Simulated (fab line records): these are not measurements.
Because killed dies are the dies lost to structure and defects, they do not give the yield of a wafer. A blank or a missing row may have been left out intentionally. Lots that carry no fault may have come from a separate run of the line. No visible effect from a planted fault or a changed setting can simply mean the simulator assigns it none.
Which tool was responsible? | flow n5Finfet | 27 wafers from 9 lots sampled at 5 of the route's 1938 steps

WHAT THE GAUGES SHOWED, per wafer
N5_BEOL_M1_INSPECT_59: inspects for defects (darkfield). Usual: rawDefectCount at 71, with a standard deviation of 27.
lot  | measured     | on               | rawDefectCount | flag
L750 | day 8 06:44  | defectInspect-02 | 90 54 78       | 
L751 | day 8 10:11  | defectInspect-01 | 75 62 60       | 
L754 | day 8 16:52  | defectInspect-01 | 42 59 56       | 
L757 | day 9 15:32  | defectInspect-02 | 80 40 84       | 
L758 | day 9 16:21  | defectInspect-02 | 42 37 50       | 
L759 | day 10 09:57 | defectInspect-02 | 39 37 52       | 
L760 | day 10 10:18 | defectInspect-01 | 128 82 135     | 
L766 | day 11 20:20 | defectInspect-01 | 53 96 77       | 
L767 | day 12 02:23 | defectInspect-02 | 35 56 60       | 

N5_BEOL_M4_RC_MEAS_101. Usual: DIBL_N 36.3 mV/V, standard deviation 1.7; DIBL_P 36.3 mV/V, standard deviation 2.2; IOFF_N 0.16 nA/um, standard deviation 0.034; IOFF_P 0.21 nA/um, standard deviation 0.038; ION_N 673 uA/um, standard deviation 13; ION_P 461 uA/um, standard deviation 8.3; SS_N 71.5 mV/dec, standard deviation 0.55; SS_P 73.3 mV/dec, standard deviation 0.67; VT_N 250 mV, standard deviation 3.4; VT_P -251 mV, standard deviation 3.5.
lot  | measured     | on        | DIBL_N (mV/V)  | DIBL_P (mV/V)  | IOFF_N (nA/um) | IOFF_P (nA/um) | ION_N (uA/um) | ION_P (uA/um) | SS_N (mV/dec)  | SS_P (mV/dec)  | VT_N (mV)   | VT_P (mV)      | flag
L750 | day 9 16:16  | prober-02 | 35.2 34.3 34.7 | 35.5 34.4 35.5 | 0.16 0.14 0.16 | 0.21 0.19 0.21 | 673 659 670   | 459 455 465   | 70.9 71.2 71.2 | 73.5 71.9 73.0 | 247 251 249 | -252 -253 -251 | 
L751 | day 9 19:09  | prober-02 | 36.0 35.1 37.5 | 35.6 34.5 37.1 | 0.16 0.14 0.20 | 0.21 0.20 0.24 | 667 672 686   | 458 453 462   | 71.7 71.5 71.5 | 72.8 72.4 72.8 | 248 248 245 | -249 -251 -249 | 
L754 | day 10 00:35 | prober-02 | 36.4 36.1 36.8 | 38.1 37.2 39.0 | 0.17 0.16 0.17 | 0.24 0.21 0.26 | 674 667 670   | 467 455 467   | 72.1 71.4 72.0 | 74.4 74.4 74.6 | 252 251 252 | -249 -252 -248 | 
L757 | day 11 02:06 | prober-01 | 36.7 34.6 32.5 | 38.4 35.1 32.4 | 0.18 0.14 0.11 | 0.23 0.19 0.16 | 683 666 649   | 469 457 455   | 72.0 71.5 71.1 | 73.3 73.4 72.7 | 248 251 255 | -249 -251 -252 | 
L758 | day 11 09:02 | prober-02 | 39.4 35.9 33.9 | 38.7 34.5 32.6 | 0.20 0.12 0.11 | 0.26 0.18 0.16 | 680 663 659   | 463 458 456   | 71.7 71.2 70.3 | 74.4 73.0 72.3 | 248 254 255 | -246 -251 -250 | 
L759 | day 12 02:27 | prober-01 | 38.7 38.9 36.7 | 38.5 40.0 36.8 | 0.21 0.22 0.17 | 0.23 0.26 0.20 | 690 701 681   | 466 469 461   | 72.0 71.7 71.6 | 74.1 74.2 74.4 | 246 245 247 | -253 -249 -254 | 
L760 | day 11 15:26 | prober-02 | 34.9 35.7 33.0 | 35.9 35.8 32.4 | 0.14 0.15 0.10 | 0.17 0.17 0.13 | 665 678 660   | 454 457 447   | 70.8 70.9 71.0 | 73.4 72.5 71.2 | 251 251 257 | -255 -255 -258 | 
L766 | day 13 05:31 | prober-02 | 36.2 34.7 35.2 | 34.5 33.2 33.5 | 0.15 0.13 0.14 | 0.20 0.17 0.18 | 660 667 661   | 455 455 450   | 72.0 70.9 71.3 | 73.7 73.3 73.4 | 249 250 251 | -250 -255 -251 | 
L767 | day 13 08:58 | prober-02 | 36.2 38.1 38.4 | 35.5 37.5 38.9 | 0.14 0.18 0.20 | 0.17 0.20 0.23 | 662 671 693   | 453 455 465   | 71.2 71.8 71.8 | 73.1 73.8 74.1 | 253 248 248 | -256 -251 -253 | 

TOOL THAT RAN EACH LOT (tool first, then ch and the chambers of the sampled wafers, then the start)
lot  | N5_BEOL_M1_DEP_57               | N5_BEOL_M2_HM_DEP_02        | N5_BEOL_M2_ETCH_64
L750 | pecvd-02 ch 1,2, day 8 06:39    | pvdSputter-01, day 8 09:07  | rieDiel-04 ch 0,3, day 8 09:43
L751 | pecvd-04 ch 0,1,2, day 8 10:06  | pvdSputter-01, day 8 10:54  | rieDiel-03 ch 2,3, day 8 11:31
L754 | pecvd-04 ch 0,1, day 8 16:47    | pvdSputter-01, day 8 18:56  | rieDiel-04 ch 0,1,3, day 8 19:40
L757 | pecvd-03 ch 0,1, day 9 15:25    | pvdSputter-01, day 9 15:46  | rieDiel-05 ch 0,2, day 9 16:23
L758 | pecvd-03 ch 0,1, day 9 16:14    | pvdSputter-01, day 9 18:04  | rieDiel-04 ch 2,3, day 9 18:41
L759 | pecvd-03 ch 0,1, day 10 09:50   | pvdSputter-02, day 10 10:44 | rieDiel-03 ch 0,3, day 10 11:43
L760 | pecvd-02 ch 0,2, day 10 10:13   | pvdSputter-03, day 10 11:08 | rieDiel-03 ch 0,2,3, day 10 12:01
L766 | pecvd-02 ch 0,1,2, day 11 20:14 | pvdSputter-01, day 11 20:43 | rieDiel-04 ch 0,2, day 11 21:18
L767 | pecvd-04 ch 0,2, day 12 02:16   | pvdSputter-02, day 12 03:46 | rieDiel-04 ch 1,2, day 12 04:31
- N5_BEOL_M1_DEP_57: deposits SiCN from 3MS/NH3, target thk 8 nm, time 14 s.
- N5_BEOL_M2_HM_DEP_02: deposits TiN, target thk 20 nm.
- N5_BEOL_M2_ETCH_64: etches SOC in N2/H2, target depth 75 nm, overetch 22.5 nm, time 121.9 s.

WHAT THE TOOLS THEMSELVES READ (means of the sampled wafers that have a number; where no wafer has one, the mark that the record gives instead)
N5_BEOL_M1_DEP_57. Usual: chamberPressureTorr 3.001 Torr, standard deviation 0.006; showerheadPlenumPTorr 3.666 Torr, standard deviation 0.0095; throttleValvePct 9.2 %, standard deviation 0.43.
lot  | tool     | chamberPressureTorr (Torr) | showerheadPlenumPTorr (Torr) | throttleValvePct (%) | flag
L750 | pecvd-02 | 3.004                      | 3.668                        | 9.2                  | 
L751 | pecvd-04 | 3.000                      | 3.663                        | 9.3                  | 
L754 | pecvd-04 | 2.999                      | 3.654                        | 9.6                  | 
L757 | pecvd-03 | 2.996                      | 3.661                        | 8.7                  | 
L758 | pecvd-03 | 2.992                      | 3.672                        | 9.2                  | 
L759 | pecvd-03 | 2.997                      | 3.670                        | 8.8                  | 
L760 | pecvd-02 | 3.004                      | 3.664                        | 9.4                  | 
L766 | pecvd-02 | 2.998                      | 3.669                        | 9.3                  | 
L767 | pecvd-04 | 3.002                      | 3.665                        | 8.9                  | 

N5_BEOL_M2_HM_DEP_02. Usual: throttleValvePct at 30.0 %, with a standard deviation of 1.1.
lot  | tool          | throttleValvePct (%) | flag
L750 | pvdSputter-01 | 29.8                 | 
L751 | pvdSputter-01 | 31.4                 | 
L754 | pvdSputter-01 | 30.2                 | 
L757 | pvdSputter-01 | 30.7                 | 
L758 | pvdSputter-01 | 29.9                 | 
L759 | pvdSputter-02 | 29.5                 | 
L760 | pvdSputter-03 | 29.9                 | 
L766 | pvdSputter-01 | 29.6                 | 
L767 | pvdSputter-02 | 28.8                 | 

N5_BEOL_M2_ETCH_64. Usual: value, then standard deviation, for each; drypumpMotorCurrentA 5.9 A / 0.43; h2FlowSccm 200.0 sccm / 0.64; oesProductAu 0.62 a.u. / 0.07; rfFwdPowerW 836.8 W / 2.8; rfVppV 524.1 V / 2.7; showerheadPlenumPTorr 2.55 Torr / 0.096; throttleValvePct 17.74 % / 0.27.
lot  | tool       | drypumpMotorCurrentA (A) | h2FlowSccm (sccm) | oesProductAu (a.u.) | rfFwdPowerW (W) | rfVppV (V) | showerheadPlenumPTorr (Torr) | throttleValvePct (%) | flag
L750 | rieDiel-04 | 5.9                      | 199.8             | 0.59                | 907.8           | 512.5      | 2.57                         | 18.06                | OFF
L751 | rieDiel-03 | 6.5                      | 200.5             | 0.60                | 836.3           | 521.9      | 2.49                         | 17.75                | 
L754 | rieDiel-04 | 6.0                      | 200.1             | 0.63                | 905.7           | 514.5      | 2.60                         | 17.99                | OFF
L757 | rieDiel-05 | 5.3                      | 199.9             | 0.61                | 835.2           | 522.6      | 2.49                         | 17.41                | 
L758 | rieDiel-04 | 5.9                      | 200.6             | 0.68                | 837.1           | 527.8      | 2.68                         | 17.58                | 
L759 | rieDiel-03 | 6.1                      | 200.6             | 0.56                | 838.2           | 522.4      | 2.49                         | 17.95                | 
L760 | rieDiel-03 | 6.2                      | 200.2             | 0.59                | 837.5           | 522.4      | 2.48                         | 17.85                | 
L766 | rieDiel-04 | 5.8                      | 200.2             | 0.70                | 838.5           | 525.7      | 2.63                         | 17.48                | 
L767 | rieDiel-04 | 6.2                      | 199.5             | 0.65                | 838.0           | 528.5      | 2.70                         | 17.79                | 

THE ANSWER, worked out from the rows above alone
Rule: lot off if the mean of its wafers having a number is beyond 3 standard deviations from the usual mean. A lot without any number at a reading at which 4 lots or more have one is off too. Where the step has rows for the other lots, those lots are counted as sound. First the gauges in route order, then the tools' own readings, where a lot's mean is used as printed above. At the first step where some lot is off, the reading lying furthest off is the one used; lots without a number count as furthest.
Off, at N5_BEOL_M2_ETCH_64 on rfFwdPowerW: L750, L754.
If a tool, at that step or one of the process steps before it, ran each lot that is off and ran no sound lot following the first of them, it fits. Of those tried, none fits.

WHAT THE SIMULATOR HAD INSERTED
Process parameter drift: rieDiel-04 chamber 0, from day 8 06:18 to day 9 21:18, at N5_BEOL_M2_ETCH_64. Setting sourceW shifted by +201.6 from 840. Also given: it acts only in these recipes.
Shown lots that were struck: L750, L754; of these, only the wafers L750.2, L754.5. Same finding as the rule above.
